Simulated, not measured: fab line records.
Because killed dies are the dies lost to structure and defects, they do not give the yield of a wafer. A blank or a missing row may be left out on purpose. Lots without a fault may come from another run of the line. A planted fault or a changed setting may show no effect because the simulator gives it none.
A struck lot beside a sound one :: flow nand_harc :: 42 out of 1302 route steps
Sound: wafers L267.3, L267.5, L267.6. Wafers struck: L273.1, L273.2, L273.3. The cause is named last.
At each step with rows: each side's tool, then ch and its chambers, then its first start. Under that, the readings that differ: sound wafers :: struck wafers :: difference of the means :: sigmas: that difference in standard deviations of wafers without a fault.
alike: readings with means less than 2 such deviations apart, plus words and numbers identical on both sides. not compared: withheld readings, readings lacking a value on some wafer, bounds such as >300 that could conceal the same value, and numbers that have no deviation in the record and whose values overlap.
Wherever a step has rows on one side only, a row that says differs or no value, or a row with sigmas, the two part there. When numbers do not overlap yet have no deviation, they are printed without sigmas and do not part them. A reading that every wafer of one side lacks parts them only if that side has two wafers or more.

first, 2 steps without rows for these wafers: NHARC_P_STI_PRECLEAN_32 (cleans in SC1); NHARC_P_STI_SRD_23.
NHARC_P_STI_OCD_MEAS_43:
  sound on ocd-02 at day 3 06:25; struck on ocd-01 at day 5 18:02
reading: trench_depth_nm (nm)
sound: 308 308 307
struck: 295 297 298
difference: -11
sigmas: -2
  alike: trench_foot_cd_nm
then, 3 steps without rows for these wafers: NHARC_P_STI_OXIDE_33 (material SiO2, target thk 10 nm, ox time 281 s); NHARC_P_STI_HDPCVD_20 (deposits SiO2); NHARC_P_STI_ANNEAL_34 (time 1800 s).
NHARC_P_STI_CMP_21: polishes, t overpolish 20 s, target thk 380.67 nm.
  sound on cmp-04 ch 0,3, day 4 00:25; struck on cmp-04 ch 0,2,3, day 6 11:56
  alike: motor_current_A, overpolish_run_s, slurry_filter_dp_kPa
then, 4 steps without rows for these wafers: NHARC_P_STI_SRD_35; NHARC_P_STI_ETCH_36 (etches SiO2 in dHF, target depth 38.8 nm); NHARC_P_STI_STRIP_24 (strips Si3N4 in H3PO4); NHARC_P_STI_ETCH_37 (etches SiO2 in dHF, target depth 11 nm).
NHARC_P_STI_PRECLEAN_38: cleans in SC1.
  sound on wet_bench-01 ch 0,1,4, day 4 00:49; struck on wet_bench-01 ch 1,2,6, day 6 12:21
  alike: bath_heat_duty_pct, h2o2_flow_mL_min, nh4oh_flow_mL_min
then, 2 steps without rows for these wafers: NHARC_P_STI_SRD_39; NHARC_P_STI_OXIDE_40 (material SiO2, target thk 10 nm, ox time 1362 s).
NHARC_P_STI_INSPECT_25:
  sound on defect_inspect-01 at day 4 08:08; struck on defect_inspect-02 at day 6 22:20
reading: raw_defect_count
sound: 222 304 323
struck: 903 896 1193
difference: +714
sigmas: +7
  not compared: hold
then, 11 steps without rows for these wafers: NHARC_P_GATE_PRECLEAN_70 (cleans in SC1); NHARC_P_GATE_SRD_01; NHARC_P_GATE_OXIDE_02 (material SiO2, target thk 37.5 nm, ox time 365 s); NHARC_P_GATE_DEHYDRATE_03 (time 120 s); NHARC_P_GATE_HMDS_04 (time 30 s); NHARC_P_GATE_COAT_05; NHARC_P_GATE_SOFTBAKE_06 (time 95 s); NHARC_P_GATE_EBR_07; NHARC_P_GATE_EXPOSE_08 (exposes mask P HV); NHARC_P_GATE_PEB_09 (peb time 85 s); NHARC_P_GATE_DEVELOP_10 (time 70 s).
NHARC_P_GATE_CD_MEAS_11: target cd 1640 nm.
  sound on cd_sem-01 ch 0, day 4 16:29; struck on cd_sem-02 ch 0, day 7 07:29
  alike: cd_nm
then, 1 step without rows for these wafers: NHARC_P_GATE_HARDBAKE_12 (time 80 s).
NHARC_P_GATE_DESCUM_13: chemistry O2, time 3 s.
  sound on rie_diel-04 ch 1,2,3, day 4 16:40; struck on rie_diel-01 ch 0,2,3, day 7 07:38
  alike: drypump_motor_current_A, o2_flow_sccm, oes_product_au, rf_vpp_V, showerhead_plenum_p_Torr, throttle_valve_pct
  not compared: rf_hours_counter_h
then, 6 steps without rows for these wafers: NHARC_P_GATE_ETCH_14 (etches SiO2 in dHF, target depth 48.8 nm); NHARC_P_GATE_STRIP_15 (strips in SPM, time 780 s); NHARC_P_GATE_PRECLEAN_71 (cleans in SC1); NHARC_P_GATE_SRD_72; NHARC_P_GATE_OXIDE_16 (material SiO2, target thk 3 nm, ox time 392 s); NHARC_P_GATE_CVD_17 (deposits poly-Si, target thk 150 nm, time 900 s).
NHARC_P_GATE_HM_DEP_102: deposits aC, target thk 120 nm.
  sound on acl_dep-03 ch 0, day 5 06:04; struck on acl_dep-02 ch 0, day 7 23:18
  alike: throttle_valve_pct
NHARC_P_GATE_DEP_103: deposits SiON, target thk 30 nm.
  sound on pecvd-01 ch 0,1,2, day 5 06:32; struck on pecvd-03 ch 0,1,2, day 7 23:58
  alike: heater_power_w
then, 3 steps without rows for these wafers: NHARC_P_GATE_DEHYDRATE_18 (time 120 s); NHARC_P_GATE_HMDS_19 (time 30 s); NHARC_P_GATE_COAT_20 (resist thk 90 nm).
NHARC_P_GATE_INSPECT_28:
  sound on defect_inspect-02 at day 5 07:11; struck on defect_inspect-01 at day 8 00:56
reading: raw_defect_count
sound: 7 6 14
struck: 735 719 723
difference: +717
sigmas: +99 or more
  not compared: hold
then, 1 step without rows for these wafers: NHARC_END_SORT_01.

WHERE THEY PART
Earliest at NHARC_P_STI_OCD_MEAS_43; latest, in this record, at NHARC_P_GATE_INSPECT_28.

WHY: what had been put in by the simulator
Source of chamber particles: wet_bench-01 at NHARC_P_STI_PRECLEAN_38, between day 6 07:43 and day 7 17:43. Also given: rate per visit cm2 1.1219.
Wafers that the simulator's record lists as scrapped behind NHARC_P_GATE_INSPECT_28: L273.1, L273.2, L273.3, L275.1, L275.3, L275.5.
